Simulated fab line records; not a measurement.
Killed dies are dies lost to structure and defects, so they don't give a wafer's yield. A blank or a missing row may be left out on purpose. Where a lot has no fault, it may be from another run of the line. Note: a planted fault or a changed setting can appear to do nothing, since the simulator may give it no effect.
What tool caused it? :: flow nand harc :: 12 lots, 36 wafers sampled, at 6 steps of a route of 1302

== WHAT THE GAUGES SHOWED, per wafer ==
NHARC_P_BONDPAD_INSPECT_23. Usual: raw defect count reads 328 (standard deviation 120).
lot: L286
measured: day 6 21:17
on: defect inspect-02
raw defect count: 438 236 386
flag: 

lot: L290
measured: day 8 03:47
on: defect inspect-01
raw defect count: 256 519 428
flag: 

lot: L291
measured: day 8 16:52
on: defect inspect-01
raw defect count: 293 267 276
flag: 

lot: L293
measured: day 10 02:31
on: defect inspect-02
raw defect count: 176 200 186
flag: 

lot: L294
measured: day 10 11:22
on: defect inspect-02
raw defect count: 124 251 270
flag: 

lot: L298
measured: day 11 19:50
on: defect inspect-02
raw defect count: 397 640 450
flag: 

lot: L302
measured: day 13 14:41
on: defect inspect-02
raw defect count: 182 203 196
flag: 

lot: L303
measured: day 13 16:32
on: defect inspect-02
raw defect count: 349 267 392
flag: 

lot: L304
measured: day 14 01:04
on: defect inspect-02
raw defect count: 193 351 229
flag: 

lot: L305
measured: day 14 12:24
on: defect inspect-01
raw defect count: 254 468 424
flag: 

lot: L306
measured: day 15 04:23
on: defect inspect-01
raw defect count: 278 319 169
flag: 

lot: L309
measured: day 16 06:22
on: defect inspect-01
raw defect count: 400 399 608
flag: 

NHARC_A_ONON_D1_THK_MEAS_21: measures by ellipsometry. Usual: thk nm reads 1002 nm (standard deviation 13).
lot: L286
measured: day 8 09:49
on: film metro-02
thk nm (nm): 1000 1000 1000
flag: 

lot: L290
measured: day 9 14:19
on: film metro-01
thk nm (nm): 1010 1009 1012
flag: 

lot: L291
measured: day 10 04:58
on: film metro-01
thk nm (nm): 1017 1016 1016
flag: 

lot: L293
measured: day 11 12:17
on: film metro-02
thk nm (nm): 1004 1004 1004
flag: 

lot: L294
measured: day 11 22:07
on: film metro-02
thk nm (nm): 1018 1017 1018
flag: 

lot: L298
measured: day 13 03:12
on: film metro-01
thk nm (nm): 991 989 989
flag: 

lot: L302
measured: day 15 01:08
on: film metro-01
thk nm (nm): 1024 1023 1022
flag: 

lot: L303
measured: day 15 01:08
on: film metro-02
thk nm (nm): 627 1006 626 626 1005 627
flag: OFF

lot: L304
measured: day 15 16:05
on: film metro-01
thk nm (nm): 612 609 990 611 608 988
flag: OFF

lot: L305
measured: day 15 22:58
on: film metro-02
thk nm (nm): 984 985 985
flag: 

lot: L306
measured: day 16 15:17
on: film metro-01
thk nm (nm): 1012 1013 1014
flag: 

lot: L309
measured: day 17 19:52
on: film metro-02
thk nm (nm): 999 1001 1000
flag: 

NHARC_A_CHANNEL_HOLE_D1_CD_MEAS_10 targets a cd of 100 nm. Usual: cd nm reads 100.1 nm (standard deviation 0.51).
lot: L286
measured: day 8 15:55
on: cd sem-02
cd nm (nm): 99.2 99.5 99.6
flag: 

lot: L290
measured: day 10 00:41
on: cd sem-01
cd nm (nm): 100.0 100.0 99.4
flag: 

lot: L291
measured: day 10 11:31
on: cd sem-01
cd nm (nm): 100.3 99.7 100.2
flag: 

lot: L293
measured: day 11 18:44
on: cd sem-02
cd nm (nm): 100.6 100.3 100.3
flag: 

lot: L294
measured: day 12 04:41
on: cd sem-01
cd nm (nm): 101.4 99.9 101.2
flag: 

lot: L298
measured: day 13 08:08
on: cd sem-02
cd nm (nm): 99.9 99.7 100.0
flag: 

lot: L302
measured: day 15 06:04
on: cd sem-02
cd nm (nm): 100.2 99.8 100.2
flag: 

lot: L303
measured: day 15 10:34
on: cd sem-03
cd nm (nm): 100.3
flag: 

lot: L304
measured: day 16 00:23
on: cd sem-01
cd nm (nm): 99.8
flag: 

lot: L305
measured: day 16 03:48
on: cd sem-01
cd nm (nm): 100.5 101.0 100.1
flag: 

lot: L306
measured: day 16 22:11
on: cd sem-03
cd nm (nm): 99.2 99.8 100.1
flag: 

lot: L309
measured: day 18 02:51
on: cd sem-02
cd nm (nm): 100.5 100.7 100.6
flag: 

NHARC_END_SORT_01. Usual: killed at array 59, standard deviation 19; killed at other 0.6, standard deviation 0.85; killed at periphery 3.8, standard deviation 2.5; killed dies 64, standard deviation 19; killed open 3.3, standard deviation 1.8; killed short 2.2, standard deviation 1.6.
lot: L286
measured: day 24 13:49
on: prober-02
killed at array: 8 19 17
killed at other: 0 1 1
killed at periphery: 4 3 6
killed dies: 12 23 24
killed open: 3 2 3
killed short: 1 3 3
flag: 

lot: L290
measured: day 26 07:30
on: prober-01
killed at array: 89 78 68
killed at other: 0 0 0
killed at periphery: 0 4 1
killed dies: 89 82 69
killed open: 1 3 0
killed short: 5 4 2
flag: 

lot: L291
measured: day 26 17:01
on: prober-01
killed at array: 72 74 67
killed at other: 0 0 0
killed at periphery: 7 2 9
killed dies: 79 76 76
killed open: 3 2 8
killed short: 3 2 2
flag: 

lot: L293
measured: day 27 22:08
on: prober-01
killed at array: 58 70 59
killed at other: 1 2 0
killed at periphery: 4 4 2
killed dies: 63 76 61
killed open: 4 4 0
killed short: 1 4 2
flag: 

lot: L294
measured: day 28 06:04
on: prober-01
killed at array: 89 78 67
killed at other: 0 1 1
killed at periphery: 0 3 7
killed dies: 89 82 75
killed open: 6 3 5
killed short: 3 3 3
flag: 

lot: L298
measured: day 29 19:04
on: prober-01
killed at array: 59 62 60
killed at other: 1 1 0
killed at periphery: 2 1 2
killed dies: 62 64 62
killed open: 3 4 0
killed short: 0 2 5
flag: 

lot: L302
measured: day 31 16:59
on: prober-02
killed at array: 60 58 55
killed at other: 0 0 1
killed at periphery: 2 5 4
killed dies: 62 63 60
killed open: 1 7 3
killed short: 3 3 2
flag: 

lot: L303
measured: day 31 08:21
on: prober-01
killed at array: 672 72 672
killed at other: 3 1 1
killed at periphery: 2 0 4
killed dies: 677 73 677
killed open: 2 2 1
killed short: 2 0 0
flag: OFF

lot: L304
measured: day 32 18:33
on: prober-01
killed at array: 668 674 73
killed at other: 0 0 1
killed at periphery: 9 3 6
killed dies: 677 677 80
killed open: 4 2 4
killed short: 3 4 3
flag: OFF

lot: L305
measured: day 32 20:58
on: prober-02
killed at array: 25 24 31
killed at other: 0 1 0
killed at periphery: 3 2 6
killed dies: 28 27 37
killed open: 4 4 7
killed short: 0 1 3
flag: 

lot: L306
measured: day 33 12:43
on: prober-01
killed at array: 46 60 47
killed at other: 1 0 0
killed at periphery: 4 2 3
killed dies: 51 62 50
killed open: 1 3 4
killed short: 1 2 3
flag: 

lot: L309
measured: day 33 12:42
on: prober-02
killed at array: 62 55 73
killed at other: 0 0 1
killed at periphery: 13 12 6
killed dies: 75 67 80
killed open: 6 1 6
killed short: 1 7 1
flag: 

== EACH LOT AND THE TOOL THAT RAN IT (in order: tool; ch and the chambers of the sampled wafers; start) ==
lot: L286
NHARC_A_ZERO_WELL_DESCUM_12: rie diel-03 ch 1,3, day 6 22:38
NHARC_A_ONON_D1_DEP_19: pecvd onon-02 ch 0, day 8 09:22

lot: L290
NHARC_A_ZERO_WELL_DESCUM_12: rie diel-07 ch 0,2,3, day 8 05:08
NHARC_A_ONON_D1_DEP_19: pecvd onon-03 ch 0, day 9 13:55

lot: L291
NHARC_A_ZERO_WELL_DESCUM_12: rie diel-07 ch 0,2, day 8 18:19
NHARC_A_ONON_D1_DEP_19: pecvd onon-02 ch 0, day 10 04:28

lot: L293
NHARC_A_ZERO_WELL_DESCUM_12: rie diel-11 ch 1,2,3, day 10 03:54
NHARC_A_ONON_D1_DEP_19: pecvd onon-04 ch 0, day 11 11:54

lot: L294
NHARC_A_ZERO_WELL_DESCUM_12: rie diel-03 ch 1,2,3, day 10 12:43
NHARC_A_ONON_D1_DEP_19: pecvd onon-04 ch 0, day 11 21:43

lot: L298
NHARC_A_ZERO_WELL_DESCUM_12: rie diel-03 ch 0,1,3, day 11 21:20
NHARC_A_ONON_D1_DEP_19: pecvd onon-04 ch 0, day 13 02:48

lot: L302
NHARC_A_ZERO_WELL_DESCUM_12: rie diel-07 ch 0,1,2, day 13 16:10
NHARC_A_ONON_D1_DEP_19: pecvd onon-04 ch 0, day 15 00:41

lot: L303
NHARC_A_ZERO_WELL_DESCUM_12: rie diel-07 ch 0,1,3, day 13 18:02
NHARC_A_ONON_D1_DEP_19: pecvd onon-02 ch 0, day 15 00:41

lot: L304
NHARC_A_ZERO_WELL_DESCUM_12: rie diel-03 ch 1,2, day 14 02:25
NHARC_A_ONON_D1_DEP_19: pecvd onon-02 ch 0, day 15 15:38

lot: L305
NHARC_A_ZERO_WELL_DESCUM_12: rie diel-07 ch 0,1,3, day 14 13:53
NHARC_A_ONON_D1_DEP_19: pecvd onon-04 ch 0, day 15 22:28

lot: L306
NHARC_A_ZERO_WELL_DESCUM_12: rie diel-07 ch 2,3, day 15 05:51
NHARC_A_ONON_D1_DEP_19: pecvd onon-03 ch 0, day 16 14:47

lot: L309
NHARC_A_ZERO_WELL_DESCUM_12: rie diel-07 ch 0,1,3, day 16 07:51
NHARC_A_ONON_D1_DEP_19: pecvd onon-04 ch 0, day 17 19:21
- NHARC_A_ZERO_WELL_DESCUM_12: chemistry O2, time 3 s.
- NHARC_A_ONON_D1_DEP_19: target thk 1000 nm.

== AS READ BY THE TOOLS THEMSELVES (means over the sampled wafers that have a number; for cases with no such wafer, the mark the record gives instead) ==
NHARC_A_ZERO_WELL_DESCUM_12. Usual: drypump motor current A 5.7 A, standard deviation 0.51; mfc ar sccm 0.007 sccm, standard deviation 0.0086; o2 flow sccm 200.0 sccm, standard deviation 0.59; oes product au 1.001 a.u., standard deviation 0.0074; rf vpp V 58.0 V, standard deviation 0.87; showerhead plenum p Torr 1.95 Torr, standard deviation 0.071; throttle valve pct 11.310 %, standard deviation 0.0098.
lot: L286
tool: rie diel-03
drypump motor current A (A): 6.0
mfc ar sccm (sccm): 0.018
o2 flow sccm (sccm): 199.8
oes product au (a.u.): 1.008
rf vpp V (V): 58.4
showerhead plenum p Torr (Torr): 2.05
throttle valve pct (%): 11.315
flag: 

lot: L290
tool: rie diel-07
drypump motor current A (A): 5.6
mfc ar sccm (sccm): 0.007
o2 flow sccm (sccm): 200.1
oes product au (a.u.): 1.002
rf vpp V (V): 57.5
showerhead plenum p Torr (Torr): 1.91
throttle valve pct (%): 11.311
flag: 

lot: L291
tool: rie diel-07
drypump motor current A (A): 5.6
mfc ar sccm (sccm): 0.007
o2 flow sccm (sccm): 200.5
oes product au (a.u.): 1.001
rf vpp V (V): 58.1
showerhead plenum p Torr (Torr): 1.95
throttle valve pct (%): 11.308
flag: 

lot: L293
tool: rie diel-11
drypump motor current A (A): 5.8
mfc ar sccm (sccm): 0.011
o2 flow sccm (sccm): 200.2
oes product au (a.u.): 1.001
rf vpp V (V): 58.0
showerhead plenum p Torr (Torr): 1.91
throttle valve pct (%): 11.310
flag: 

lot: L294
tool: rie diel-03
drypump motor current A (A): 6.1
mfc ar sccm (sccm): 0.010
o2 flow sccm (sccm): 199.9
oes product au (a.u.): 1.001
rf vpp V (V): 58.0
showerhead plenum p Torr (Torr): 1.97
throttle valve pct (%): 11.321
flag: 

lot: L298
tool: rie diel-03
drypump motor current A (A): 5.8
mfc ar sccm (sccm): 0.013
o2 flow sccm (sccm): 200.3
oes product au (a.u.): 1.003
rf vpp V (V): 58.4
showerhead plenum p Torr (Torr): 1.98
throttle valve pct (%): 11.300
flag: 

lot: L302
tool: rie diel-07
drypump motor current A (A): 5.6
mfc ar sccm (sccm): 0.007
o2 flow sccm (sccm): 200.4
oes product au (a.u.): 1.001
rf vpp V (V): 57.9
showerhead plenum p Torr (Torr): 1.97
throttle valve pct (%): 11.317
flag: 

lot: L303
tool: rie diel-07
drypump motor current A (A): 5.6
mfc ar sccm (sccm): 0.007
o2 flow sccm (sccm): 200.3
oes product au (a.u.): 1.002
rf vpp V (V): 57.4
showerhead plenum p Torr (Torr): 1.94
throttle valve pct (%): 11.304
flag: 

lot: L304
tool: rie diel-03
drypump motor current A (A): 6.1
mfc ar sccm (sccm): 0.002
o2 flow sccm (sccm): 200.2
oes product au (a.u.): 1.003
rf vpp V (V): 57.1
showerhead plenum p Torr (Torr): 1.89
throttle valve pct (%): 11.310
flag: 

lot: L305
tool: rie diel-07
drypump motor current A (A): 5.6
mfc ar sccm (sccm): 0.007
o2 flow sccm (sccm): 200.3
oes product au (a.u.): 1.002
rf vpp V (V): 58.7
showerhead plenum p Torr (Torr): 1.94
throttle valve pct (%): 11.305
flag: 

lot: L306
tool: rie diel-07
drypump motor current A (A): 6.1
mfc ar sccm (sccm): 0.000
o2 flow sccm (sccm): 200.2
oes product au (a.u.): 0.997
rf vpp V (V): 57.7
showerhead plenum p Torr (Torr): 1.88
throttle valve pct (%): 11.304
flag: 

lot: L309
tool: rie diel-07
drypump motor current A (A): 5.6
mfc ar sccm (sccm): 0.007
o2 flow sccm (sccm): 199.6
oes product au (a.u.): 0.996
rf vpp V (V): 57.3
showerhead plenum p Torr (Torr): 1.94
throttle valve pct (%): 11.310
flag: 

NHARC_A_ONON_D1_DEP_19. Usual: n2o flow sccm reads 2000 sccm (standard deviation 6.5).
lot: L286
tool: pecvd onon-02
n2o flow sccm (sccm): 2002
flag: 

lot: L290
tool: pecvd onon-03
n2o flow sccm (sccm): 2008
flag: 

lot: L291
tool: pecvd onon-02
n2o flow sccm (sccm): 1998
flag: 

lot: L293
tool: pecvd onon-04
n2o flow sccm (sccm): 1992
flag: 

lot: L294
tool: pecvd onon-04
n2o flow sccm (sccm): 2009
flag: 

lot: L298
tool: pecvd onon-04
n2o flow sccm (sccm): 2004
flag: 

lot: L302
tool: pecvd onon-04
n2o flow sccm (sccm): 1991
flag: 

lot: L303
tool: pecvd onon-02
n2o flow sccm (sccm): 1999
flag: 

lot: L304
tool: pecvd onon-02
n2o flow sccm (sccm): 2004
flag: 

lot: L305
tool: pecvd onon-04
n2o flow sccm (sccm): 1998
flag: 

lot: L306
tool: pecvd onon-03
n2o flow sccm (sccm): 2007
flag: 

lot: L309
tool: pecvd onon-04
n2o flow sccm (sccm): 1999
flag: 

== THE ANSWER, worked out from the rows above alone ==
Rule: lot off if the mean of its wafers having a number is beyond 3 standard deviations from the usual mean. Also off: a lot with no number at a reading for which 4 or more lots have one. All remaining lots with rows at the step are treated as sound. Order of review: gauges by route order, followed by the tools' own readings, for which a lot's mean as printed above is used. At the first step where some lot is off, the reading lying furthest off is the one used; lots without a number count as furthest.
Off: L303, L304 (NHARC_A_ONON_D1_THK_MEAS_21, thk nm).
If a tool, at a process step before that reading, ran all the lots that are off and no sound lot after the first of them, it fits. The gauges at NHARC_A_ONON_D1_THK_MEAS_21 aren't tried: what is off there is off at NHARC_END_SORT_01 too, on other tools, and a gauge's error can't cause that. One fits: NHARC_A_ONON_D1_DEP_19 on pecvd onon-02. Its last sound lot is L291 (day 10 04:28), its first lot that is off L303 (day 15 00:41): a fault that began between those two fits.

== WHAT HAD BEEN PUT IN BY THE SIMULATOR ==
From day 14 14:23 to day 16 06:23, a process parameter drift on pecvd onon-02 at NHARC_A_ONON_D1_DEP_19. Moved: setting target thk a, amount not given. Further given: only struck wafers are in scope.
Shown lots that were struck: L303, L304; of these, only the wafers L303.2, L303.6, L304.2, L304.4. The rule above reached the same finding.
